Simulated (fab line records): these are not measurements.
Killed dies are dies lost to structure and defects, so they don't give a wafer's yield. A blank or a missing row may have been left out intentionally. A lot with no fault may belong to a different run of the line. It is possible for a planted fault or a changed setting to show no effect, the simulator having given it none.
Code-filled problem report in 8D (eight disciplines) form    flow n5_finfet    the parts of the form that need people (team, actions taken, sign-off) are left out

== 1. THE PROBLEM ==
Mean of raw_defect_count at N5_BEOL_M3_INSPECT_13: 1119 across 6 wafers in 2 lots; on wafers with no fault it is 416 (standard deviation 84). That is +8.4 standard deviations from the usual mean.
The step: inspects for defects (brightfield).
The first sign was on wafer L776.1 at day 10 09:58, on defect_inspect-01. The record has a number at this step for 29 wafers belonging to 10 lots. Rule for "out" (also "out of limits"): further than 4 standard deviations from the usual mean. Any other wafer with a number is counted as sound.

== 2. WHAT IT IS, WHAT IT ISN'T ==
question                     is                                    is not
which readings at this step  raw_defect_count                      -
which lots                   L776, L778                            L763, L764, L768, L769, L774, L775, L779, L783
which wafers of those lots   all that have a number                -
read on which gauges         defect_inspect-01, defect_inspect-02  -
when                         from day 10 09:58                     up to then (17 sound wafers); but 6 sound wafers of L779, L783 came after

== 3. SUSPECTS, AND WHAT RULES EACH OUT ==
Counting: a tool at a process step up to the reading stays a suspect if it ran every lot that is out and no sound lot after the first of them.
- ruled out: the gauge at N5_BEOL_M3_INSPECT_13. 2 gauges (defect_inspect-01, defect_inspect-02) read the wafers that are out.
- pvd_sputter-03 at N5_BEOL_M2_ANNEAL_87 (time 240 s): ruled out as a lasting fault. After its first lot that is out, L776 (day 10 07:11), sound lots L783 ran on it.
- pvd_sputter-03 at N5_BEOL_M2_SPUTTER_88 (material Cu, target thk 4.5 nm, time 8.29 s): ruled out as a lasting fault. After its first lot that is out, L776 (day 10 07:19), sound lots L783 ran on it.
- pvd_sputter-01 at N5_BEOL_M3_HM_DEP_02 (deposits TiN, target thk 20 nm): kept. It ran every lot that is out, first L776 (day 10 09:29), and no sound lot after that; its last sound lot up to then is L775 (day 10 08:39).
Left after counting: pvd_sputter-01 at N5_BEOL_M3_HM_DEP_02.

== 4. THE CAUSE (what the simulator had put in) ==
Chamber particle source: pvd_sputter-01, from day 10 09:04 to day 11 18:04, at N5_BEOL_M3_HM_DEP_02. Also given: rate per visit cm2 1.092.
The count eliminated every tool but this one.

== 5. THE CHAIN OF EFFECTS, in route order ==
One row per reading whose mean, taken over the struck wafers that have a number, lies over 3 standard deviations from the usual. Scope: only readings with a usual standard deviation given in the record; hours: median across lots of the time from each lot's start at the first step in this table that gives one to its start at this step; sigmas: change in usual standard deviations.
hours  step                     reading               usual   on struck wafers  change  sigmas
0      N5_BEOL_M3_INSPECT_13    raw_defect_count      416     1119              +703    +8.4
121    N5_PASSIVATION_PROBE_49  defect_limited_yield  90.9 %  82.7              -8.2    -5.4
121    N5_PASSIVATION_PROBE_49  killed_at_M0_to_M3    36      137               +101    +10
121    N5_PASSIVATION_PROBE_49  killed_dies           107     204               +97     +5.4
121    N5_PASSIVATION_PROBE_49  killed_on_rim         14      29                +15     +3.5
121    N5_PASSIVATION_PROBE_49  sort_bin_5_function   5.3 %   10.4              +5.1    +4.7
121    N5_PASSIVATION_PROBE_49  sort_n_pass           1073    976               -97     -5.4
121    N5_PASSIVATION_PROBE_49  sort_yield_pct        90.9 %  82.7              -8.2    -5.4
Its process steps:
- N5_PASSIVATION_PROBE_49
At these later measuring or inspecting steps, every struck wafer for which the step has a row has a number for every such reading, and none has moved that far: N5_BEOL_M4_RC_MEAS_101.

== 6. HOW IT WOULD HAVE BEEN CAUGHT EARLIER ==
In this record the first reading out of limits at a measuring or inspecting step was taken at day 10 09:58, 1 hour after the fault began at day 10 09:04.
Tool readings at N5_BEOL_M3_HM_DEP_02 with a usual standard deviation given in the record: none out on any struck wafer, hence no alarm at a limit of 4 standard deviations on them.
L778, from the lots that are out (2), started N5_BEOL_M3_HM_DEP_02 on pvd_sputter-01 later than day 10 09:58. Putting the tool on hold at that point would have spared it.
